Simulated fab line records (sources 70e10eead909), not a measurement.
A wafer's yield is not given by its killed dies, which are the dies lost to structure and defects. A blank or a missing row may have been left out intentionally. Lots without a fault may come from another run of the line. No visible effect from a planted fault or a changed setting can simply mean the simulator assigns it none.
Matching of chambers ; flow nand-harc ; NHARC_A_BONDPAD_ETCH_34 on rie-diel-03: 4 sister chambers
The step etches the open film in N2/H2, target depth 60 nm, overetch 18 nm, time 65.91 s. 4 wafers are shown with their chamber, then 8 later ones without.

WAFERS, EACH WITH ITS CHAMBER
wafer;chamber;drypump-motor-current-A (A)
L633.4;3;6.9
L639.1;0;4.8
L639.3;1;5.4
L640.1;2;6.0

WAFERS MISSING THEIR CHAMBER
wafer;drypump-motor-current-A (A)
L640.2;6.8
L640.4;5.4
L643.4;4.8
L643.5;4.8
L643.6;6.8
L648.1;5.4
L648.2;6.0
L648.3;4.8

WHICH CHAMBER EACH WENT THROUGH
wafer;from the rows above;in truth
L640.2;3;3
L640.4;1;1
L643.4;0;0
L643.5;0;0
L643.6;3;3
L648.1;1;1
L648.2;2;2
L648.3;0;0
Correctly placed: 8 of 8. From these rows, 0 cannot be placed. Number placed wrongly: 0.
How it was worked out, from the rows above alone: a wafer's distance from a chamber is the root of the sum, over the readings, of the square of ((its reading less the chamber's mean) divided by the reading's scatter). If the next closest chamber is less than 2 further off than the closest, the wafer can't be placed; otherwise it belongs to the closest. For every chamber, the mean is computed from those of its wafers that are shown. The scatter: root of mean squared gap, hidden wafer to nearest shown wafer, with one shown wafer a chamber.
